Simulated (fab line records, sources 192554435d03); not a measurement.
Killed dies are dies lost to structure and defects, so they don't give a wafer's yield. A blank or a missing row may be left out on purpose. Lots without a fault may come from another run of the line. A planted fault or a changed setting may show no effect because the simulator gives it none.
fab line records | flow n5_finfet
record lots=7 wafers=21
route steps=1938 shown BEOL_M0@715 BEOL_M1@755 BEOL_M2@851 BEOL_M3@977 BEOL_M4@1027
start_h: hours from the record's first day to the start of the lot's first wafer shown | wait_h: hours since the lot's step before | " the same as in the row above | L1.1+2: a row that stands for several wafers | - no value, or no start given | * or withheld: withheld | < > ~ a bound
route shown NAME@n: a module of which the file shows steps, and the number in the route of the first | usual: mean/standard deviation of fault-free wafers | same: alike in all rows | chamber/n: place in a boat | sites: the reading at each site | _std_site: their standard deviation | _edge_site: outer sites' mean less inner sites' | radius_mm: how far each site lies from the wafer's centre | mask NAME#n: copy n | behind: the tool/chamber that last shaped the wafer | hold: why the lot was held/for how many hours/how that ended | device: the transistor (n, p or np) that didn't switch | end of line: the same wafers' tests at the end of the route | a step without rows: its recipe alone | killed: dies lost to structure and defects at the first sort, not the wafer's yield | map: a wafer's dies, x killed, . not, _ none there
set.NAME: the setting as run; set.NAME@STEP: as run at that earlier step | model.NAME: the simulator's own value behind a step, which no gauge read
lots whose settings were changed on purpose; a table a step, a row a wafer
## steps
# step N5_BEOL_M0_ETCH_138
# recipe chemistry=CH3F/O2 target_depth_a=120 target=SiCN time_s=31.6 ion_energy_ev=120 pressure_mtorr=30 source_w=395 bias_w=75 Ar_flow_sccm=150 CH3F_flow_sccm=30 O2_flow_sccm=20 ends=cleared
# usual rf_vpp_V=297.0/1.2
# columns lot.wafer tool chamber start_h wait_h set.bias_w rf_vpp_V
L077.1 rie_diel-05 0 131.38 0.0 75 296.7
L077.5 " 3 " " 67.68 278.9
L077.6 " 0 " " 67.68 276.6
L080.1 rie_diel-05 0 149.40 0.0 75 295.9
L080.3 " 3 " " 82.75 316.6
L080.6 " 3 " " 75 297.1
L081.1 rie_diel-05 3 155.91 0.0 75 296.8
L081.2 " 1 " " 75 295.0
L081.5 " 0 " " 75 296.7
L082.2 rie_diel-05 1 159.60 0.0 70.43 284.9
L082.3 " 3 " " 75 297.2
L082.4 " 0 " " 75 297.8
L086.2 rie_diel-05 2 187.65 0.0 68.09 278.4
L086.5 " 2 " " 68.09 279.7
L086.6 " 3 " " 68.09 279.2
L091.3 rie_diel-01 0 211.88 0.0 75 296.8
L091.4 " 2 " " 75 299.3
L091.6 " 1 " " 75 296.6
L093.2 rie_diel-04 2 224.86 0.0 87.04 324.6
L093.3 " 0 " " 75 295.8
L093.5 " 2 " " 75 295.8
# step N5_BEOL_M1_COAT_61
# recipe resist=SOC temp_c=250 time_s=60 spin_rpm=1500 resist_thk_nm=60
# columns lot.wafer tool chamber start_h wait_h set.spin_rpm model.SOC_of_BEOL_M1_COAT_61.thk_nm
L077.1 litho_track-02 0 139.16 0.1 1500 59.8
L077.5+6 " 0 " " 1621 57.6
L080.1 litho_track-04 0 156.42 0.1 1418 61.6
L080.3 " 0 " " 1418 61.4
L080.6 " 0 " " 1500 59.6
L081.1 litho_track-04 0 161.70 0.1 1500 60.2
L081.2 " 0 " " 1638 57.6
L081.5 " 0 " " 1638 57.4
L082.2+3 litho_track-01 0 165.20 0.1 1555 58.8
L082.4 " 0 " " 1500 60
L086.2+5 litho_track-04 0 196.12 0.1 1500 60.2
L086.6 " 0 " " 1500 60.4
L091.3+4+6 litho_track-04 0 221.05 0.1 1500 60
L093.2+3+5 litho_track-02 0 231.43 0.1 1500 60
# step N5_BEOL_M1_COAT_62
# recipe resist=SiARC temp_c=220 time_s=60 spin_rpm=1500 resist_thk_nm=12
# columns lot.wafer tool chamber start_h wait_h set.spin_rpm model.SiARC_of_BEOL_M1_COAT_62.thk_nm
L077.1+5+6 litho_track-02 0 - - 1500 12
L080.1+3+6 litho_track-04 0 - - 1500 12
L081.1+5 litho_track-04 0 - - 1641 11.4
L081.2 " 0 " " 1500 12
L082.2+4 litho_track-01 0 - - 1500 12
L082.3 " 0 " " 1393 12.6
L086.2+6 litho_track-04 0 - - 1500 12
L086.5 " 0 " " 1608 11.6
L091.3+4+6 litho_track-04 0 - - 1500 12
L093.2+3 litho_track-02 0 - - 1377 12.6
L093.5 " 0 " " 1500 12
# step N5_BEOL_M1_COAT_73
# recipe resist=underlayer temp_c=205 time_s=60 spin_rpm=1500 resist_thk_nm=5
# step N5_BEOL_M1_COAT_05
# recipe resist=CAR-EUV spin_rpm=1500 resist_thk_nm=30
# step N5_BEOL_M1_DESCUM_16
# recipe chemistry=O2 time_s=7 source_power_w=50 bias_power_w=20 pressure_mtorr=20 rf_frequency_hz=2.712e+07 temp_c=40 resist=CAR-EUV o2_flow_sccm=225
# step N5_BEOL_M1_ETCH_74
# recipe chemistry=N2/H2 target=underlayer target_depth_a=65 mask_material=CAR-EUV time_s=5.2 ion_energy_ev=200 pressure_mtorr=30 source_w=840 bias_w=150 n2_flow_sccm=200 h2_flow_sccm=200 ends=cleared
# step N5_BEOL_M1_ETCH_63
# recipe chemistry=CF4 target=SiARC target_depth_a=156 mask_material=CAR-EUV time_s=26 ion_energy_ev=80 pressure_mtorr=40 source_w=545 bias_w=36 Ar_flow_sccm=100 cf4_flow_sccm=100 ends=cleared
# columns lot.wafer tool chamber start_h wait_h set.spin_rpm@BEOL_M1_COAT_62 model.etch.depth_nm model.CAR-EUV_of_BEOL_M1_COAT_05.thk_nm
L077.1+6 rie_diel-03 0,2 139.91 0.0 1500 11.94 11.2
L077.5 " 1 " " 1500 11.95 11.2
L080.1 rie_diel-06 1 157.00 0.0 1500 12.04 11
L080.3 " 0 " " 1500 12.07 11.2
L080.6 " 3 " " 1500 12.01 11.2
L081.1 rie_diel-02 1 162.24 0.0 1641 11.48 11.4
L081.2 " 0 " " 1500 12 11
L081.5 " 0 " " 1641 11.45 11.6
L082.2 rie_diel-02 0 165.73 0.0 1500 12.08 11.2
L082.3 " 1 " " 1393 12.51 10.6
L082.4 " 1 " " 1500 12.07 11.2
L086.2+6 rie_diel-06 0 196.61 0.0 1500 12.01 11.2
L086.5 " 3 " " 1608 11.61 11.6
L091.3 rie_diel-06 3 221.50 0.0 1500 12.02 11.2
L091.4 " 2 " " 1500 11.97 11
L091.6 " 0 " " 1500 12 11.2
L093.2 rie_diel-02 0 232.00 0.0 1377 12.55 10.8
L093.3 " 3 " " 1377 12.53 10.8
L093.5 " 0 " " 1500 12.02 11.2
# step N5_BEOL_M1_ETCH_64
# recipe chemistry=N2/H2 target=SOC target_depth_a=750 overetch_a=150 mask_material=SiARC temp_c=40 time_s=112.5 ion_energy_ev=200 pressure_mtorr=30 source_w=840 bias_w=150 n2_flow_sccm=200 h2_flow_sccm=200
# columns lot.wafer tool chamber start_h wait_h set.spin_rpm@BEOL_M1_COAT_61 model.etch.depth_nm
L077.1 rie_diel-03 0 139.94 0.0 1500 59.88
L077.5 " 1 " " 1621 57.67
L077.6 " 2 " " 1621 57.57
L080.1 rie_diel-06 1 157.02 0.0 1418 61.65
L080.3 " 0 " " 1418 61.37
L080.6 " 3 " " 1500 59.69
L081.1 rie_diel-02 1 162.27 0.0 1500 60.24
L081.2 " 0 " " 1638 57.61
L081.5 " 0 " " 1638 57.46
L082.2 rie_diel-02 0 165.76 0.0 1555 58.82
L082.3 " 1 " " 1555 58.88
L082.4 " 1 " " 1500 59.97
L086.2 rie_diel-06 0 196.64 0.0 1500 60.16
L086.5 " 3 " " 1500 60.13
L086.6 " 0 " " 1500 60.32
L091.3 rie_diel-06 3 221.53 0.0 1500 59.96
L091.4 " 2 " " 1500 60.05
L091.6 " 0 " " 1500 60.01
L093.2 rie_diel-02 0 232.03 0.0 1500 59.94
L093.3+5 " 3,0 " " 1500 60.09
# step N5_BEOL_M1_STRIP_65
# recipe chemistry=N2/H2 temp_c=40 n2_flow_sccm=200 h2_flow_sccm=200 rf_frequency_hz=6e+07
# step N5_BEOL_M1_STRIP_75
# recipe chemistry=N2/H2 temp_c=40 n2_flow_sccm=200 h2_flow_sccm=200 rf_frequency_hz=6e+07
# step N5_BEOL_M1_STRIP_66
# recipe chemistry=CF4 resist=SiARC power_w=300 bias_power_w=75 pressure_mtorr=50 cf4_flow_sccm=150 rf_frequency_hz=6e+07
# step N5_BEOL_M1_HM_OPEN_17
# recipe chemistry=Cl2/BCl3 target_depth_a=200 overetch_a=60 target=TiN mask_material=SOC ion_energy_ev=150 pressure_mtorr=10 icp_w=1000 bias_w=126 Cl2_flow_sccm=53.25 bcl3_flow_sccm=21.75 Ar_flow_sccm=25
# columns lot.wafer tool chamber start_h wait_h set.spin_rpm@BEOL_M1_COAT_61 model.SOC_of_BEOL_M1_COAT_61.thk_nm
L077.1 rie_metal-03 0 140.11 0.0 1500 52.4
L077.5 " 0 " " 1621 50.2
L077.6 " 1 " " 1621 50
L080.1 rie_metal-03 0 157.19 0.0 1418 54.2
L080.3 " 1 " " 1418 53.8
L080.6 " 0 " " 1500 52.4
L081.1 rie_metal-02 1 162.45 0.0 1500 53
L081.2 " 0 " " 1638 49.4
L081.5 " 1 " " 1638 50.2
L082.2+3 rie_metal-01 1 165.93 0.0 1555 50.8
L082.4 " 0 " " 1500 52.2
L086.2 rie_metal-03 1 196.80 0.0 1500 52.6
L086.5+6 " 0,1 " " 1500 52.8
L091.3 rie_metal-02 0 221.72 0.1 1500 51.8
L091.4 " 1 " " 1500 52.6
L091.6 " 0 " " 1500 52
L093.2+3 rie_metal-02 0 232.20 0.0 1500 51.8
L093.5 " 1 " " 1500 52.6
# step N5_BEOL_M2_EXPOSE_08
# recipe mask_id=M2 na=0.33 source_shape=dipole sigma_inner=0.369 sigma_outer=0.767 polarization=unpolarized dose_mj=41.25
# columns lot.wafer tool chamber start_h wait_h mask set.dose_mj
L077.1+5 euv_scanner-02 0 157.89 - M2#0 41.25
L077.6 " 0 " " M2#0 42.61
L080.1+6 euv_scanner-01 0 164.86 - M2#0 41.25
L080.3 " 0 " " M2#0 38.18
L081.1+2+5 euv_scanner-02 0 171.25 - M2#0 41.25
L082.2+3 euv_scanner-02 0 173.80 - M2#0 43.9
L082.4 " 0 " " M2#0 41.25
L086.2+5 euv_scanner-01 0 207.66 - M2#0 41.25
L086.6 " 0 " " M2#0 44.18
L091.3+4+6 euv_scanner-01 0 238.62 - M2#0 41.25
L093.2 euv_scanner-01 0 243.71 - M2#0 41.25
L093.3+5 " 0 " " M2#0 40.15
# step N5_BEOL_M2_DESCUM_16
# recipe chemistry=O2 time_s=7 source_power_w=50 bias_power_w=20 pressure_mtorr=20 rf_frequency_hz=2.712e+07 temp_c=40 resist=CAR-EUV o2_flow_sccm=225
# columns lot.wafer tool chamber start_h wait_h set.time_s
L077.1+5+6 rie_diel-05 2,3,2 158.40 0.3 7
L080.1+3+6 rie_diel-01 2,0,0 165.11 0.0 7
L081.1+2 rie_diel-04 3,2 171.64 0.2 7.451
L081.5 " 2 " " 7
L082.2+4 rie_diel-05 2,3 174.05 0.0 7
L082.3 " 0 " " 6.468
L086.2+6 rie_diel-05 2,0 207.94 0.1 7
L086.5 " 3 " " 8.384
L091.3+4+6 rie_diel-01 1,3,1 238.86 0.0 7
L093.2+3+5 rie_diel-04 3,0,0 243.95 0.0 7
# step N5_BEOL_M2_ETCH_74
# recipe chemistry=N2/H2 target=underlayer target_depth_a=65 mask_material=CAR-EUV time_s=5.2 ion_energy_ev=200 pressure_mtorr=30 source_w=840 bias_w=150 n2_flow_sccm=200 h2_flow_sccm=200 ends=cleared
# columns lot.wafer tool chamber start_h wait_h set.dose_mj@BEOL_M2_EXPOSE_08 model.BEOL_M2.cd_offset_nm
L077.1 rie_diel-05 2 158.44 0.0 41.25 -0.4
L077.5 " 3 " " 41.25 0.2
L077.6 " 2 " " 42.61 0.6
L080.1 rie_diel-01 2 165.15 0.0 41.25 0
L080.3 " 0 " " 38.18 -2
L080.6 " 0 " " 41.25 -0.4
L081.1 rie_diel-04 3 171.67 0.0 41.25 0
L081.2+5 " 2 " " 41.25 0.2
L082.2 rie_diel-05 2 174.08 0.0 43.9 1.2
L082.3 " 0 " " 43.9 1
L082.4 " 3 " " 41.25 0.2
L086.2 rie_diel-05 2 207.97 0.0 41.25 0
L086.5 " 3 " " 41.25 0.6
L086.6 " 0 " " 44.18 1
L091.3 rie_diel-01 1 238.90 0.0 41.25 0.2
L091.4 " 3 " " 41.25 -0.2
L091.6 " 1 " " 41.25 0
L093.2 rie_diel-04 3 243.99 0.0 41.25 -0.2
L093.3 " 0 " " 40.15 -0.4
L093.5 " 0 " " 40.15 -0.6
# step N5_BEOL_M3_VIA_ETCH_34
# recipe chemistry=C4F6/O2 target_depth_a=694 mask_material=SOC pressure_mtorr=15 ion_energy_ev=250 taper_deg=4 time_s=65.9 source_w=350 bias_w=170 Ar_flow_sccm=300 C4F6_flow_sccm=10 O2_flow_sccm=10
# columns lot.wafer tool chamber start_h wait_h set.time_s model.etch.depth_nm model.SOC_of_BEOL_M3_COAT_67.thk_nm
L077.1 rie_diel-03 0 168.15 0.0 79.84 81.75 50.2
L077.5 " 0 " " 65.9 67.3 52
L077.6 " 1 " " 65.9 69.25 52.4
L080.1 rie_diel-06 3 180.02 0.0 65.9 69.38 52.4
L080.3 " 2 " " 65.9 65.53 52.6
L080.6 " 2 " " 65.9 65.56 52.8
L081.1 rie_diel-02 0 185.78 0.0 65.9 67.64 52
L081.2 " 3 " " 65.9 68.72 52
L081.5 " 2 " " 65.9 68.76 51.8
L082.2 rie_diel-02 1 192.42 0.0 71.01 73.09 51.4
L082.3 " 2 " " 71.01 73.85 51.6
L082.4 " 3 " " 65.9 68.27 51.8
L086.2 rie_diel-03 1 217.24 0.0 77.11 81.11 50.8
L086.5 " 2 " " 65.9 68.91 51.6
L086.6 " 1 " " 65.9 69.23 52.2
L091.3 rie_diel-06 1 250.12 0.0 65.9 69.19 51.8
L091.4 " 3 " " 65.9 69.75 51.6
L091.6 " 1 " " 65.9 69.24 51.8
L093.2 rie_diel-02 3 258.70 0.0 65.9 68.62 52
L093.3 " 2 " " 65.9 68.27 52.2
L093.5 " 0 " " 65.9 68.57 52
# step N5_BEOL_M3_TRENCH_ETCH_37
# recipe chemistry=C4F6/O2 target_depth_a=555.55 target=SiOC time_s=29.2 ion_energy_ev=250 pressure_mtorr=30 source_w=355 bias_w=185 Ar_flow_sccm=300 C4F6_flow_sccm=10 O2_flow_sccm=10
# usual rf_vpp_V=654/13
# columns lot.wafer tool chamber start_h wait_h set.source_w rf_vpp_V
L077.1 rie_diel-03 0 - - 331.4 672
L077.5 " 0 " " 355 648
L077.6 " 1 " " 331.4 670
L080.1 rie_diel-06 3 - - 355 655
L080.3 " 2 " " 355 649
L080.6 " 2 " " 355 649
L081.1 rie_diel-02 0 - - 297 731
L081.2 " 3 " " 355 681
L081.5 " 2 " " 355 645
L082.2 rie_diel-02 1 - - 355 636
L082.3 " 2 " " 355 642
L082.4 " 3 " " 294.8 747
L086.2 rie_diel-03 1 - - 355 646
L086.5 " 2 " " 394 630
L086.6 " 1 " " 394 614
L091.3 rie_diel-06 1 - - 355 647
L091.4 " 3 " " 355 654
L091.6 " 1 " " 355 648
L093.2 rie_diel-02 3 - - 373.1 662
L093.3 " 2 " " 373.1 627
L093.5 " 0 " " 355 665
# step N5_BEOL_M4_COAT_73
# recipe resist=underlayer temp_c=205 time_s=60 spin_rpm=1500 resist_thk_nm=5
# columns lot.wafer tool chamber start_h wait_h set.spin_rpm
L077.1 litho_track-03 0 - - 1500
L077.5+6 " 0 " " 1664
L080.1 litho_track-02 0 - - 1565
L080.3+6 " 0 " " 1500
L081.1+5 litho_track-04 0 - - 1651
L081.2 " 0 " " 1500
L082.2+3+4 litho_track-04 0 - - 1500
L086.2 litho_track-04 0 - - 1651
L086.5+6 " 0 " " 1500
L091.3+4+6 litho_track-02 0 - - 1500
L093.2+3 litho_track-03 0 - - 1500
L093.5 " 0 " " 1443
# step N5_BEOL_M4_EXPOSE_08
# recipe mask_id=M4 na=0.33 source_shape=dipole sigma_inner=0.369 sigma_outer=0.767 polarization=unpolarized dose_mj=41.25
# columns lot.wafer tool chamber start_h wait_h mask set.dose_mj
L077.1+5+6 euv_scanner-02 0 179.46 - M4#0 39.94
L080.1+3 euv_scanner-01 0 186.68 - M4#0 38.85
L080.6 " 0 " " M4#0 41.25
L081.1+2+5 euv_scanner-01 0 190.84 - M4#0 41.25
L082.2+4 euv_scanner-02 0 200.63 - M4#0 41.25
L082.3 " 0 " " M4#0 40.35
L086.2+5 euv_scanner-01 0 223.86 - M4#0 44.08
L086.6 " 0 " " M4#0 41.25
L091.3+4+6 euv_scanner-01 0 256.54 - M4#0 41.25
L093.2+3+5 euv_scanner-02 0 264.30 - M4#0 41.25
# step N5_BEOL_M4_PEB_09
# recipe peb_temp_c=100 peb_time_s=60 resist=CAR-EUV
# step N5_BEOL_M4_DEVELOP_10
# recipe develop_time_s=30 developer=TMAH resist=CAR-EUV rinse_liquid=surfactant_rinse dry=air_spin dev_temp_c=23
# step N5_BEOL_M4_DESCUM_16
# recipe chemistry=O2 time_s=7 source_power_w=50 bias_power_w=20 pressure_mtorr=20 rf_frequency_hz=2.712e+07 temp_c=40 resist=CAR-EUV o2_flow_sccm=225
# step N5_BEOL_M4_ETCH_74
# recipe chemistry=N2/H2 target=underlayer target_depth_a=65 mask_material=CAR-EUV time_s=5.2 ion_energy_ev=200 pressure_mtorr=30 source_w=840 bias_w=150 n2_flow_sccm=200 h2_flow_sccm=200 ends=cleared
# columns lot.wafer tool chamber start_h wait_h set.spin_rpm@BEOL_M4_COAT_73 set.dose_mj@BEOL_M4_EXPOSE_08 model.BEOL_M4.cd_offset_nm model.etch.depth_nm
L077.1 rie_diel-04 3 179.76 0.0 1500 39.94 0 5.017
L077.5 " 1 " " 1664 39.94 -0.4 4.777
L077.6 " 2 " " 1664 39.94 -0.2 4.764
L080.1 rie_diel-01 0 186.97 0.0 1565 38.85 -1.2 4.889
L080.3 " 1 " " 1500 38.85 -1.4 4.998
L080.6 " 3 " " 1500 41.25 -0.2 4.992
L081.1 rie_diel-01 0 191.28 0.0 1651 41.25 -0.2 4.8
L081.2 " 1 " " 1500 41.25 -0.2 5.012
L081.5 " 1 " " 1651 41.25 -0.2 4.787
L082.2 rie_diel-01 1 200.91 0.0 1500 41.25 -0.2 5.024
L082.3 " 2 " " 1500 40.35 -0.2 5
L082.4 " 3 " " 1500 41.25 0.2 5.014
L086.2 rie_diel-01 3 224.14 0.0 1651 44.08 1 4.779
L086.5 " 0 " " 1500 44.08 1.2 5.002
L086.6 " 1 " " 1500 41.25 -0.2 5.001
L091.3 rie_diel-04 1 256.83 0.0 1500 41.25 -0.2 5.012
L091.4 " 2 " " 1500 41.25 -0.2 5.014
L091.6 " 3 " " 1500 41.25 0 5.03
L093.2 rie_diel-01 2 264.58 0.0 1500 41.25 0 5.008
L093.3 " 0 " " 1500 41.25 0 5.003
L093.5 " 0 " " 1443 41.25 0 5.105
# step N5_BEOL_M4_ETCH_63
# recipe chemistry=CF4 target=SiARC target_depth_a=156 mask_material=CAR-EUV time_s=26 ion_energy_ev=80 pressure_mtorr=40 source_w=545 bias_w=36 Ar_flow_sccm=100 cf4_flow_sccm=100 ends=cleared
# columns lot.wafer tool chamber start_h wait_h set.dose_mj@BEOL_M4_EXPOSE_08 model.BEOL_M4.cd_offset_nm
L077.1+6 rie_diel-04 3,2 179.77 0.0 39.94 -0.2
L077.5 " 1 " " 39.94 -0.4
L080.1+3 rie_diel-01 0,1 186.99 0.0 38.85 -1.2
L080.6 " 3 " " 41.25 -0.2
L081.1+2 rie_diel-01 0,1 191.30 0.0 41.25 -0.2
L081.5 " 1 " " 41.25 0
L082.2 rie_diel-01 1 200.93 0.0 41.25 0
L082.3 " 2 " " 40.35 0
L082.4 " 3 " " 41.25 0.4
L086.2 rie_diel-01 3 224.16 0.0 44.08 1
L086.5 " 0 " " 44.08 1.2
L086.6 " 1 " " 41.25 0
L091.3 rie_diel-04 1 256.84 0.0 41.25 -0.4
L091.4 " 2 " " 41.25 -0.2
L091.6 " 3 " " 41.25 0
L093.2+3+5 rie_diel-01 2,0,0 264.60 0.0 41.25 0
## key
split step=N5_BEOL_M0_ETCH_138 setting=bias_w stated=75 by=wafer
response step=N5_BEOL_M0_ETCH_138 reading=rf_vpp_V change=+1.87 per=1% r=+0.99
split step=N5_BEOL_M1_COAT_61 setting=spin_rpm stated=1500 by=wafer
response step=N5_BEOL_M1_COAT_61 reading=model.SOC_of_BEOL_M1_COAT_61.thk_nm change=-0.297 per=1% r=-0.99
response step=N5_BEOL_M1_ETCH_64 reading=model.etch.depth_nm change=-0.296 per=1% r=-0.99
response step=N5_BEOL_M1_HM_OPEN_17 reading=model.SOC_of_BEOL_M1_COAT_61.thk_nm change=-0.321 per=1% r=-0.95
split step=N5_BEOL_M1_COAT_62 setting=spin_rpm stated=1500 by=wafer
response step=N5_BEOL_M1_COAT_62 reading=model.SiARC_of_BEOL_M1_COAT_62.thk_nm change=-0.0686 per=1% r=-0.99
response step=N5_BEOL_M1_ETCH_63 reading=model.etch.depth_nm change=-0.0587 per=1% r=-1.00
response step=N5_BEOL_M1_ETCH_63 reading=model.CAR-EUV_of_BEOL_M1_COAT_05.thk_nm change=+0.0586 per=1% r=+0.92
split step=N5_BEOL_M2_EXPOSE_08 setting=dose_mj stated=41.25 by=wafer
response step=N5_BEOL_M2_ETCH_74 reading=model.BEOL_M2.cd_offset_nm change=+0.165 per=1% r=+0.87
split step=N5_BEOL_M2_DESCUM_16 setting=time_s stated=7 by=wafer
response none clear
split step=N5_BEOL_M3_VIA_ETCH_34 setting=time_s stated=65.9 by=wafer
response step=N5_BEOL_M3_VIA_ETCH_34 reading=model.etch.depth_nm change=+0.665 per=1% r=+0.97
response step=N5_BEOL_M3_VIA_ETCH_34 reading=model.SOC_of_BEOL_M3_COAT_67.thk_nm change=-0.0795 per=1% r=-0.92
split step=N5_BEOL_M3_TRENCH_ETCH_37 setting=source_w stated=355 by=wafer
response step=N5_BEOL_M3_TRENCH_ETCH_37 reading=rf_vpp_V change=-4.66 per=1% r=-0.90
split step=N5_BEOL_M4_COAT_73 setting=spin_rpm stated=1500 by=wafer
response step=N5_BEOL_M4_ETCH_74 reading=model.etch.depth_nm change=-0.0224 per=1% r=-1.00
split step=N5_BEOL_M4_EXPOSE_08 setting=dose_mj stated=41.25 by=wafer
response step=N5_BEOL_M4_ETCH_74 reading=model.BEOL_M4.cd_offset_nm change=+0.184 per=1% r=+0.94
response step=N5_BEOL_M4_ETCH_63 reading=model.BEOL_M4.cd_offset_nm change=+0.161 per=1% r=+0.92
